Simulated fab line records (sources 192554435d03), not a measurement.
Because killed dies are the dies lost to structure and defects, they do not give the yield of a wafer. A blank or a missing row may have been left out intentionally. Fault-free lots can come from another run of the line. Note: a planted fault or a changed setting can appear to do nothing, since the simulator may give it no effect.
Split-lot study ; flow n5Finfet ; 7 lots, 21 wafers read, on a route of 1938 steps

ABOUT THE SPLIT
At N5_BEOL_M14_TRENCH_ETCH_34 (etches SiO2 in C4F8/O2/Ar, target depth 556.65 nm, time 126.9 s), the setting timeS was moved away from the recipe's 126.9 s on 8 of the 21 wafers read, by -12.5% to +10.9%. This setting was run at the recipe's value on the other wafers.

FROM THE SPLIT TO THE READING: what the file shows between them, 10 steps
- N5_BEOL_M14_STRIP_70: strips in C4F8/O2/Ar
- N5_BEOL_M14_OCD_MEAS_35
- N5_BEOL_M14_SPUTTER_44: material Ta, target thk 15 nm, time 24.19 s (also split here: powerW)
- N5_BEOL_M14_SPUTTER_45: material Cu, target thk 100 nm, time 16.67 s
- N5_BEOL_M14_ECD_47: material Cu, target thk 1248 nm
- N5_BEOL_M14_ANNEAL_48: time 90 s
- N5_BEOL_M14_CMP_49: polishes, stops on SiO2, t overpolish 5.2 s, target thk 560 nm
- N5_BEOL_M14_THK_MEAS_50: measures by xrf
- N5_BEOL_M14_PRE_CLEAN_52: time 15 s
- N5_BEOL_M14_DEP_53: deposits SiCN from 3MS/NH3, target thk 50 nm, time 17.8 s

THE READING
M14_RS, in ohm/sq, at N5_BEOL_M14_RS_MEAS_54 (measures by four-point-probe). Fault-free wafers of this fab line usually give 0.0332 ohm/sq, standard deviation 0.00048 ohm/sq.

wafer;tool, chamber at the split;timeS as run, s;against the recipe;M14_RS, ohm/sq;against lot-mates on the recipe
L077.1;rieDiel-01, 2;126.9;recipe;0.0334;-
L077.2;rieDiel-01, 1;126.9;recipe;0.0328;-
L077.6;rieDiel-01, 3;126.9;recipe;0.0327;-
L080.1;rieDiel-01, 1;111;-12.5%;0.0368;+0.0033
L080.3;rieDiel-01, 2;126.9;recipe;0.0335;-
L080.4;rieDiel-01, 0;111;-12.5%;0.0380;+0.0045
L081.1;rieDiel-01, 3;126.9;recipe;0.0327;-
L081.4;rieDiel-01, 2;136.4;+7.5%;0.0309;-0.0018
L081.6;rieDiel-01, 1;136.4;+7.5%;0.0300;-0.0027
L086.1;rieDiel-01, 3;126.9;recipe;0.0328;-
L086.3;rieDiel-01, 2;140.5;+10.7%;0.0304;-0.0022
L086.5;rieDiel-01, 1;126.9;recipe;0.0325;-
L090.2;rieDiel-06, 1;137.8;+8.6%;0.0306;-0.0022
L090.3;rieDiel-06, 0;137.8;+8.6%;0.0308;-0.0020
L090.5;rieDiel-06, 1;126.9;recipe;0.0328;-
L092.2;rieDiel-06, 0;126.9;recipe;0.0332;-
L092.4;rieDiel-06, 2;140.7;+10.9%;0.0303;-0.0028
L092.6;rieDiel-06, 0;126.9;recipe;0.0331;-
L096.1;rieDiel-01, 2;126.9;recipe;0.0330;-
L096.2;rieDiel-01, 0;126.9;recipe;0.0333;-
L096.6;rieDiel-01, 0;126.9;recipe;0.0334;-

THE FIT
A straight line over all 21 wafers: M14_RS changes by -0.000309 ohm/sq for each +1% of timeS; r = -0.97; the points scatter about the line by 0.00045 ohm/sq.
The same after taking each lot's own level away (the mean of its wafers on the recipe; 21 wafers): -0.000279 ohm/sq for each +1%; r = -0.98; scatter 0.00036 ohm/sq.
That fit puts the effect of the largest move of timeS on the reading at 0.0035 ohm/sq.
The span of the lots' own levels, 0.03265 to 0.03350 ohm/sq, comes to 1.8 times the standard deviation stated above.
Hence the slope depends on the lot-to-lot level, as the two fits are not the same.
Check: +0.00372 ohm/sq against its lot-mates is what the line predicts for one of the wafers moved furthest among these (-12.5%) when that wafer is left out of the fit. Against them it came out at +0.0033 ohm/sq.

THESE WAFERS: OTHER SPLITS
Other splits were also applied to these wafers ahead of the reading. Each is held against what the fit with the lots' levels taken away leaves over:
other split on the same wafers;wafers away from the commonest value;r with M14_RS (lot level and that fit taken away)
N5_BEOL_M11_COAT_22 spinRpm;6;-0.08
N5_BEOL_M12_SPUTTER_44 timeS;8;+0.14
N5_BEOL_M13_TRENCH_ETCH_34 timeS;13;-0.08
N5_BEOL_M13_SPUTTER_45 powerW;9;-0.31
N5_BEOL_M14_SPUTTER_44 powerW;7;+0.06

THE WHOLE CHAIN: every reading that the file lists as answering this split, in the file's order
step;what it does;reading;change (the file's fit);r (the file's)
N5_BEOL_M14_TRENCH_ETCH_34;etches SiO2 in C4F8/O2/Ar, target depth 556.65 nm, time 126.9 s;etch.depthNm (the simulator's own value, which no gauge read);+4.63 nm for each +1% of the setting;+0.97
N5_BEOL_M14_OCD_MEAS_35;;trenchDepthNm;+4.63 nm for each +1% of the setting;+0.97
N5_BEOL_M14_CMP_49;polishes, stops on SiO2, t overpolish 5.2 s, target thk 560 nm;Cu_of_BEOL_M14_ECD_47.thkNm (the simulator's own value, which no gauge read);+4.53 nm for each +1% of the setting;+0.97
N5_BEOL_M14_THK_MEAS_50;measures by xrf;M14_THK;+4.76 for each +1% of the setting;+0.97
N5_BEOL_M14_RS_MEAS_54;measures by four-point-probe;M14_RS;-0.000266 for each +1% of the setting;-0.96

THE FILE'S OWN FIT
M14_RS changes by -0.000266 ohm/sq for each +1% of timeS, r = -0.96.
